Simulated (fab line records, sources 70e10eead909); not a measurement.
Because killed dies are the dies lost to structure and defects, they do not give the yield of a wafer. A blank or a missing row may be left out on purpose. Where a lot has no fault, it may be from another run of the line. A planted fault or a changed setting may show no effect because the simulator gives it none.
The same fault as seen by 2 desks	flow nand harc	each desk holds nothing but its own numbers, with what lay behind them at the end

== THE DEFECT DESK ==
For each lot, the counts of the inspections along the route, averaged over the sampled wafers that have a number. A lot is out of limits, marked OUT, if its mean lies more than 4 standard deviations from the usual mean; the brackets give that distance.
Columns: A = raw defect count at NHARC_A_ONON_D1_INSPECT_32, usual 75
lot	first seen here	A
L359	day 8 12:59	58
L358	day 8 12:59	44
L361	day 10 02:10	82
L364	day 10 15:10	73
L363	day 10 15:27	105
L366	day 11 20:25	55
L367	day 12 08:28	87
L370	day 13 00:28	59
L375	day 15 17:50	71
L376	day 15 17:52	61
L377	day 16 00:34	87
L378	day 16 22:49	77
L379	day 16 23:06	90
L380	day 17 11:59	75
L381	day 17 16:21	45
Finding of this desk: none of the 15 lots has anything out of limits.

== FROM THE METROLOGY DESK ==
What the gauges read for every lot (on any tool): the sampled wafers with a number, averaged. A lot is out of limits, marked OUT, if its mean lies more than 4 standard deviations from the usual mean; the brackets give that distance.
Columns: A = thk nm at NHARC_A_ONON_D1_THK_MEAS_18, usual 1000 nm; B = thk nm at NHARC_A_ONON_D1_THK_MEAS_21, usual 996 nm; C = thk nm at NHARC_A_ONON_D1_THK_MEAS_30, usual 1001 nm
lot	first seen here	A	B	C
L358	day 8 10:11	1000	1006	1000
L359	day 8 10:11	1006	997	1003
L361	day 9 23:21	1009	998	1006
L363	day 10 12:14	996	991	1013
L364	day 10 12:14	991	990	1006
L366	day 11 17:36	1008	970	1162 (+21) OUT
L367	day 12 05:41	1014	1004	1164 (+22) OUT
L370	day 12 21:40	992	1007	1517 (+69) OUT
L375	day 15 15:01	982	972	999
L376	day 15 15:01	1011	1002	991
L377	day 15 21:46	1003	982	997
L379	day 16 20:02	1007	996	1003
L378	day 16 20:02	985	998	992
L380	day 17 09:08	994	1022	1011
L381	day 17 13:31	992	1021	1007
This desk's finding: out of limits on L366, L367, L370; first on L366, day 11 19:52 (thk nm at NHARC_A_ONON_D1_THK_MEAS_30). L358, L359, L361, L363, L364, L375, L376, L377, L379, L378, L380, L381: within limits.

== ALL TOGETHER ==
An alarm was possible from the metrology desk at day 11 19:52, on L366, L367, L370.
No out-of-limits result turned up at the defect desk.
The defect desk has L366, L367, L370 on record, within its limits.
Of the lots named, all ran NHARC_A_ONON_D1_DEP_28 on pecvd onon-02.

== WHAT THE SIMULATOR HAD INSERTED ==
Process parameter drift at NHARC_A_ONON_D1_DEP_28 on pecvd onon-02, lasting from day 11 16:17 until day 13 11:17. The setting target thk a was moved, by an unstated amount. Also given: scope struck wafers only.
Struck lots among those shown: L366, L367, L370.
Per desk, hours elapsed from the start of the fault to the first reading out of limits: for the metrology desk, 4.
